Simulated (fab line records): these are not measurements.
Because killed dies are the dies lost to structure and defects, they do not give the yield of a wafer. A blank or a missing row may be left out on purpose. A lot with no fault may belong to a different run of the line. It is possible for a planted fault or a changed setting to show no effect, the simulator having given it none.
fab line records    flow n5Finfet
record: lots: 11  wafers: 32  lastDay: 17
route steps=1938 shown PASSIVATION@1906
lots that met no fault: taken from a fault-free run of the same line
startH: start of the lot's first displayed wafer, in hours after the record's first day    waitH: time in hours since the lot's previous step    " the same as in the row above    L1.1+2: one row covering several wafers at once    - no value, or no start was given    * or withheld: withheld    < > ~ a bound
route shown NAME@n: names a module that has steps shown in the file, with the first one's number in the route    usual: average and standard deviation across the fault-free wafers    same: alike in all rows    chamber/n: place in a boat    sites: per-site readings    _std_site: how widely they spread, as a standard deviation    _edge_site: the outer-site mean with the inner-site mean subtracted    radiusMm: how far each site lies from the wafer's centre    mask NAME#n: copy n    behind: the most recent tool/chamber to have shaped the wafer    hold: why the lot went on hold/how many hours it stayed there/how the hold came to an end    device: the transistor (n, p or np) that didn't switch    end of line: the same wafers' tests at the end of the route    a step given without rows: its recipe and nothing more    killed: at the first sort, the dies lost to defects and structure; wafer yield is something else    map: the dies of a wafer, with x for killed, . for not killed, _ for no die there
set.NAME: the setting as run; set.NAME@STEP: as run at that earlier step    model.NAME: the simulator's own value behind a step, which no gauge read
one table for each step of the route and one row for each wafer, over a sample of lots
services: when a tool's chamber went out of use (startH, in hours from the record's first day, below 0 if earlier), for how many hours, and the reason
== steps ==
step: N5_PASSIVATION_OVL_MEAS_63
recipe: pointsPerWafer: 44
usual: PAD_OVL: -3/6.4
lot.wafer  tool        chamber  startH  waitH  PAD_OVL[nm]
L932.2     overlay-02  0        265.14  0.0    -12
L932.3     "           0        "       "      -9
L932.5     "           0        "       "      -11
L931.4     overlay-01  0        270.96  0.0    -6
L931.5     "           0        "       "      0
L931.6     "           0        "       "      -6
L938.3     overlay-01  0        309.89  0.0    -19
L938.5     "           0        "       "      -22
L938.6     "           0        "       "      -12
L937.1     overlay-02  0        322.57  0.0    -2
L937.5     "           0        "       "      -4
L937.6     "           0        "       "      1
L941.1     overlay-02  0        325.00  0.0    -7
L941.2     "           0        "       "      -10
L941.6     "           0        "       "      -7
L942.3     overlay-01  0        330.59  0.0    -13
L942.4     "           0        "       "      -2
L942.5     "           0        "       "      -10
L948.1     overlay-02  0        359.77  0.0    -7
L948.2     "           0        "       "      3
L948.3     "           0        "       "      1
L946.1     overlay-02  0        367.94  0.0    -3
L946.2     "           0        "       "      -3
L946.4     "           0        "       "      -9
L947.3     overlay-01  0        368.32  0.0    -5
L947.5     "           0        "       "      4
L947.6     "           0        "       "      4
L949.2     overlay-01  0        372.66  0.0    -4
L949.6     "           0        "       "      2
L952.1     overlay-01  0        391.19  0.0    9
L952.4     "           0        "       "      -2
L952.5     "           0        "       "      5
step: N5_PASSIVATION_ETCH_59
recipe: chemistry: Cl2/BCl3  target: TaN  targetDepthA: 650  timeS: 34.9  ionEnergyEv: 100  pressureMtorr: 10  icpW: 900  biasW: 100  Cl2_flow_sccm: 60  bcl3FlowSccm: 30
usual: drypumpMotorCurrentA: 5.5/0.6  oesProductAu: 0.76/0.059  throttleValvePct: 21.06/0.21
lot.wafer  tool         chamber  startH  waitH  drypumpMotorCurrentA  oesProductAu  rfHoursCounterH  throttleValvePct
L932.2     rieMetal-01  0        265.75  0.3    6.1                   0.75          47               20.68
L932.3     "            0        "       "      6.1                   0.76          -                20.68
L932.5     "            0        "       "      6.1                   0.75          -                20.67
L931.4     rieMetal-03  1        272.35  0.4    4.7                   0.78          -                21.08
L931.5     "            1        "       "      4.7                   0.78          -                21.07
L931.6     "            1        "       "      4.7                   0.78          -                21.09
L938.3     rieMetal-01  1        310.48  0.2    5.4                   0.69          -                21.19
L938.5     "            1        "       "      5.4                   0.68          -                21.18
L938.6     "            0        "       "      6.1                   0.74          -                20.68
L937.1     rieMetal-01  1        323.12  0.3    5.4                   0.70          83               21.18
L937.5     "            1        "       "      5.4                   0.69          -                21.18
L937.6     "            0        "       "      6.1                   0.75          -                20.70
L941.1     rieMetal-01  0        325.64  0.3    6.1                   0.74          55               20.71
L941.2     "            1        "       "      5.4                   0.69          84               21.17
L941.6     "            1        "       "      5.4                   0.69          -                21.18
L942.3     rieMetal-01  1        331.17  0.2    5.4                   0.68          -                21.21
L942.4     "            0        "       "      6.1                   0.73          -                20.69
L942.5     "            0        "       "      6.1                   0.74          -                20.70
L948.1     rieMetal-02  1        360.32  0.3    5.3                   0.88          10               21.02
L948.2     "            0        "       "      6.4                   0.79          36               21.22
L948.3     "            0        "       "      6.4                   0.78          -                21.23
L946.1     rieMetal-03  0        368.53  0.3    4.8                   0.72          59               21.36
L946.2     "            1        "       "      4.7                   0.75          59               21.14
L946.4     "            1        "       "      4.7                   0.75          -                21.12
L947.3     rieMetal-01  0        369.04  0.2    6.1                   0.73          -                20.70
L947.5     "            0        "       "      6.1                   0.73          -                20.71
L947.6     "            1        "       "      5.4                   0.69          -                21.18
L949.2     rieMetal-02  1        373.21  0.3    5.3                   0.88          12               21.00
L949.6     "            0        "       "      6.4                   0.79          -                21.21
L952.1     rieMetal-01  0        391.73  0.3    6.1                   0.73          60               20.72
L952.4     "            0        "       "      6.0                   0.73          -                20.72
L952.5     "            1        "       "      5.4                   0.68          -                21.19
step: N5_PASSIVATION_STRIP_51
recipe: chemistry: postEtchResidueRemover  timeS: 1200  tempC: 72.5
lot.wafer   tool         chamber  startH  waitH
L932.2+3+5  wetBench-01  7,6,4    265.97  -
L931.4+5+6  wetBench-01  0,5,4    272.53  -
L938.3+5+6  wetBench-03  5,0,3    310.80  -
L937.1+5+6  wetBench-03  4,5,3    323.36  -
L941.1+2+6  wetBench-02  2,3,6    325.83  -
L942.3+4+5  wetBench-01  5,7,1    331.32  -
L948.1+2+3  wetBench-02  5,7,0    360.50  -
L946.1+2+4  wetBench-01  0,2,4    368.81  -
L947.3+5+6  wetBench-01  5,2,3    369.22  -
L949.2+6    wetBench-02  3,7      373.39  -
L952.1+4+5  wetBench-02  2,1,0    391.93  -
step: N5_PASSIVATION_ETCH_54
recipe: chemistry: CHF3/O2  target: SiO2  targetDepthA: 8800  CHF3_flow_sccm: 50  O2_flow_sccm: 5  Ar_flow_sccm: 200  timeS: 440  maskMaterial: PR  pressureMtorr: 30  sourceW: 650  biasW: 170  ionEnergyEv: 200
usual: O2_flow_sccm: 5.001/0.014  drypumpMotorCurrentA: 5.5/0.53  oes_o_777_au: 0.80/0.062  oesProductAu: 0.80/0.06  rfVppV: 522/3.7  showerheadPlenumPTorr: 2.42/0.073  throttleValvePct: 18.71/0.17
lot.wafer  tool        chamber  startH  waitH  O2_flow_sccm  drypumpMotorCurrentA  oes_o_777_au  oesProductAu  rfHoursCounterH  rfVppV  showerheadPlenumPTorr  throttleValvePct
L932.2     rieDiel-03  2        267.47  0.1    5.003         5.4                   0.89          0.88          33               519     2.35                   18.45
L932.3     "           0        "       "      4.988         6.0                   0.82          0.82          102              523     2.52                   18.71
L932.5     "           3        "       "      5.020         4.9                   0.72          0.71          -                529     2.38                   18.91
L931.4     rieDiel-02  1        273.86  0.1    5.001         4.9                   0.78          0.78          120              522     2.42                   18.65
L931.5     "           2        "       "      5.007         5.5                   0.85          0.87          -                522     2.36                   18.62
L931.6     "           1        "       "      4.998         4.9                   0.78          0.78          -                524     2.42                   18.64
L938.3     rieDiel-03  0        312.49  0.1    5.024         6.0                   0.80          0.80          119              523     2.51                   18.73
L938.5     "           2        "       "      4.990         5.4                   0.86          0.85          -                519     2.34                   18.48
L938.6     "           3        "       "      5.010         4.9                   0.71          0.71          -                528     2.37                   18.93
L937.1     rieDiel-03  2        324.83  0.1    4.993         5.4                   0.87          0.85          55               520     2.34                   18.48
L937.5     "           1        "       "      4.990         5.7                   0.84          0.83          -                517     2.45                   18.61
L937.6     "           2        "       "      4.997         5.4                   0.86          0.85          -                517     2.34                   18.49
L941.1     rieDiel-02  2        327.35  0.1    4.988         5.5                   0.83          0.84          68               520     2.35                   18.65
L941.2     "           3        "       "      5.000         4.7                   0.70          0.70          245              522     2.38                   18.96
L941.6     "           0        "       "      5.011         6.3                   0.86          0.85          -                519     2.54                   18.63
L942.3     rieDiel-02  3        332.77  0.1    5.005         4.7                   0.70          0.70          247              523     2.38                   18.95
L942.4     "           0        "       "      5.001         6.2                   0.86          0.84          -                520     2.54                   18.61
L942.5     "           2        "       "      5.010         5.5                   0.82          0.83          -                523     2.35                   18.65
L948.1     rieDiel-02  3        361.86  0.1    4.998         4.7                   0.69          0.69          261              522     2.37                   18.96
L948.2     "           2        "       "      4.977         5.5                   0.82          0.82          85               520     2.35                   18.69
L948.3     "           0        "       "      5.003         6.2                   0.84          0.83          81               521     2.53                   18.64
L946.1     rieDiel-03  3        370.14  0.1    5.010         4.9                   0.71          0.69          244              527     2.37                   18.97
L946.2     "           0        "       "      4.993         6.0                   0.78          0.77          142              522     2.50                   18.78
L946.4     "           1        "       "      5.011         5.7                   0.82          0.81          90               517     2.44                   18.63
L947.3     rieDiel-02  1        370.54  0.1    4.993         4.9                   0.76          0.76          144              521     2.41                   18.68
L947.5     "           1        "       "      4.997         4.9                   0.76          0.77          -                523     2.41                   18.68
L947.6     "           0        "       "      4.968         6.2                   0.84          0.83          -                521     2.53                   18.65
L949.2     rieDiel-02  0        374.84  0.1    5.008         6.3                   0.83          0.82          86               521     2.53                   18.66
L949.6     "           2        "       "      4.996         5.5                   0.81          0.81          -                520     2.35                   18.69
L952.1     rieDiel-03  2        393.39  0.1    5.021         5.4                   0.84          0.82          80               518     2.33                   18.53
L952.4     "           2        "       "      5.008         5.4                   0.83          0.82          -                519     2.33                   18.52
L952.5     "           1        "       "      5.014         5.7                   0.82          0.81          -                518     2.44                   18.63
step: N5_PASSIVATION_PROBE_49
usual: defectLimitedYield: 91.3/1.3  killed_at_M0_to_M3: 35/13  killed_at_M4_up: 13/5.2  killedAtContacts: 12/6.2  killedAtFrontEnd: 39/9.6  killedAtOther: 3.1/2.6  killedDies: 102/16  killedOnRim: 13/3.8  killedOpen: 68/13  killedShort: 33/6.9  sort_bin_5_function: 5.1/0.87  sort_bin_6_memory: 3.3/0.67  sortNPass: 1078/16  sortYieldPct: 91.3/1.3
same: grossDies: 1180  killedAtBackSide: 0  sort_bin_4_leakage[%]: 0  sort_bin_8_speed[%]: 0
lot.wafer  tool       chamber  startH  waitH  defectLimitedYield[%]  killed_at_M0_to_M3  killed_at_M4_up  killedAtContacts  killedAtFrontEnd  killedAtOther  killedDies  killedOnRim  killedOpen  killedShort  sort_bin_5_function[%]  sort_bin_6_memory[%]  sortNPass  sortYieldPct[%]
L948.1     prober-01  -        365.11  0.2    90.8                   28                  15               23                39                4              109         16           84          24           5.1                     3.9                   1071       90.8
L948.2     prober-01  -        365.16  0.2    89.7                   34                  26               18                39                5              122         19           92          29           6.3                     3.7                   1058       89.7
L948.3     prober-01  -        365.21  0.3    92.2                   37                  12               8                 31                4              92          15           57          35           4.6                     2.9                   1088       92.2
L946.1     prober-01  -        372.92  0.0    87.6                   19                  4                7                 57                59             146         28           52          33           7.5                     3.3                   1034       87.6
L946.2     prober-01  -        372.97  0.1    85.6                   36                  7                16                34                77             170         31           59          35           9.1                     3.8                   1010       85.6
L946.4     prober-01  -        373.07  0.2    82.4                   28                  4                10                27                139            208         12           49          21           11.8                    4.1                   972        82.4
L947.3     prober-01  -        373.42  0.1    78.9                   44                  16               18                42                129            249         18           82          38           12.8                    5.5                   931        78.9
L947.5     prober-01  -        373.52  0.2    83.8                   42                  17               5                 43                84             191         38           67          40           11.0                    3.7                   989        83.8
L947.6     prober-01  -        373.57  0.3    83.1                   34                  9                10                45                101            199         27           66          38           9.6                     4.5                   981        83.1
L949.2     prober-02  -        377.67  0.1    91.2                   37                  9                9                 46                3              104         12           60          44           5.1                     3.3                   1076       91.2
L949.6     prober-02  -        377.87  0.3    90.6                   39                  12               5                 51                4              111         19           69          37           6.1                     2.8                   1069       90.6
killed by level:class
L948.1 MOL_CONTACT_COAG:geometricParticle:open=22 FIN_SAQP:geometricParticle:open=13 BEOL_M1:geometricParticle:open=13 BEOL_M4:geometricParticle:open=10 FIN_SAQP:geometricParticle:short=6 DUMMY_GATE:geometricParticle:open=4 ILD0:geometricParticle:short=3 BEOL_M0_SAQP:geometricParticle:short=3
L948.2 MOL_CONTACT_COAG:geometricParticle:open=17 BEOL_M4:geometricParticle:open=12 DUMMY_GATE:geometricParticle:open=9 BEOL_M2:geometricParticle:open=9 FIN_SAQP:geometricParticle:short=7 BEOL_M0_SAQP:geometricParticle:open=7 BEOL_M3:geometricParticle:open=6 FIN_SAQP:geometricParticle:open=5
L948.3 BEOL_M0_SAQP:geometricParticle:open=10 DUMMY_GATE:geometricParticle:open=9 BEOL_M2:geometricParticle:open=7 BEOL_M3:geometricParticle:short=7 STI_FIN_REVEAL:geometricParticle:open=6 FIN_SAQP:geometricParticle:open=5 GATE_CUT:geometricParticle:short=5 MOL_CONTACT_COAG:geometricParticle:open=5
L946.1 PASSIVATION:unspecified=58 FIN_SAQP:geometricParticle:open=18 FIN_SAQP:geometricParticle:short=13 BEOL_M2:geometricParticle:open=8 MOL_CONTACT_COAG:geometricParticle:open=5 GATE_CUT:geometricParticle:open=4 STARTING-WAFER:geometricParticle:short=4 ILD0:geometricParticle:short=3
L946.2 PASSIVATION:unspecified=74 BEOL_M3:geometricParticle:open=16 FIN_SAQP:geometricParticle:open=12 MOL_CONTACT_COAG:geometricParticle:open=11 FIN_SAQP:geometricParticle:short=7 BEOL_M3:geometricParticle:short=7 MOL_CONTACT_COAG:geometricParticle:short=5 STARTING-WAFER:geometricParticle:short=5
L946.4 PASSIVATION:unspecified=138 BEOL_M2:geometricParticle:open=10 FIN_SAQP:geometricParticle:open=9 FIN_SAQP:geometricParticle:short=8 MOL_CONTACT_COAG:geometricParticle:open=6 BEOL_M0_SAQP:geometricParticle:open=6 STI_FIN_REVEAL:geometricParticle:open=4 MOL_CONTACT_COAG:geometricParticle:short=4
L947.3 PASSIVATION:unspecified=128 MOL_CONTACT_COAG:geometricParticle:open=13 STI_FIN_REVEAL:geometricParticle:open=13 BEOL_M2:geometricParticle:open=12 BEOL_M0_SAQP:geometricParticle:open=9 DUMMY_GATE:geometricParticle:open=8 BEOL_M0_SAQP:geometricParticle:short=7 MOL_CONTACT_COAG:geometricParticle:short=5
L947.5 PASSIVATION:unspecified=82 BEOL_M0_SAQP:geometricParticle:short=10 BEOL_M2:geometricParticle:open=10 BEOL_M0_SAQP:geometricParticle:open=9 FIN_SAQP:geometricParticle:open=8 STI_FIN_REVEAL:geometricParticle:open=6 FIN_SAQP:geometricParticle:short=5 DUMMY_GATE:geometricParticle:open=5
L947.6 PASSIVATION:unspecified=93 BEOL_M2:geometricParticle:open=11 FIN_SAQP:geometricParticle:open=10 STI_FIN_REVEAL:geometricParticle:open=8 GATE_CUT:geometricParticle:short=7 MOL_CONTACT_COAG:geometricParticle:open=7 FIN_SAQP:geometricParticle:short=6 BEOL_M0_SAQP:geometricParticle:open=6
L949.2 BEOL_M0_SAQP:geometricParticle:short=11 STI_FIN_REVEAL:geometricParticle:open=10 MOL_CONTACT_COAG:geometricParticle:open=8 BEOL_M0_SAQP:geometricParticle:open=8 FIN_SAQP:geometricParticle:short=7 GATE_CUT:geometricParticle:open=7 BEOL_M2:geometricParticle:open=6 GATE_CUT:geometricParticle:short=5
L949.6 STI_FIN_REVEAL:geometricParticle:open=11 BEOL_M0_SAQP:geometricParticle:open=11 BEOL_M0_SAQP:geometricParticle:short=9 BEOL_M3:geometricParticle:open=8 FIN_SAQP:geometricParticle:open=7 GATE_CUT:geometricParticle:short=5 BEOL_M4:geometricParticle:open=5 FIN_SAQP:geometricParticle:short=4
== services ==
tool         chamber  startH  hours  kind
rieMetal-02  0        246.38  7.4    repair
rieMetal-02  -        261.59  17.4   repair
rieMetal-03  0        263.45  13.8   repair
rieMetal-03  -        269.27  1.2    repair
rieDiel-03   3        301.67  7.3    repair
rieDiel-03   3        322.29  11.0   repair
rieDiel-02   3        365.02  -      clean
rieDiel-02   3        365.02  -      consumableReplace:focusRing
rieDiel-02   3        365.02  15.8   scheduledDown
rieDiel-02   3        365.02  15.8   ventCycle
rieDiel-02   2        375.59  1.2    repair
rieDiel-03   3        391.01  -      clean
rieDiel-03   3        391.01  -      consumableReplace:focusRing
== key ==
firstSign: step: N5_PASSIVATION_PROBE_49  reading: killedAtOther  direction: up  sigmas: 37  usual: 3.1  struck: 98.2
effect: step: N5_PASSIVATION_PROBE_49  reading: defectLimitedYield  direction: down  sigmas: 5.8  usual: 91.3  struck: 83.6
moreKillsBornAt: N5_PASSIVATION_STRIP_51@wetBench-01: 573
metAt N5_PASSIVATION_STRIP_51
struckLots L946,L947
notActingAt N5_PASSIVATION_OVL_MEAS_63,N5_PASSIVATION_ETCH_59,N5_PASSIVATION_ETCH_54
onsetBetween 331.32 368.81
fault: kind: chamberParticleSource  tool: wetBench-01  chamber: -  onsetH: 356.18  steps: N5_PASSIVATION_STRIP_51  ratePerVisitCm2: 0.89965  endH: 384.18
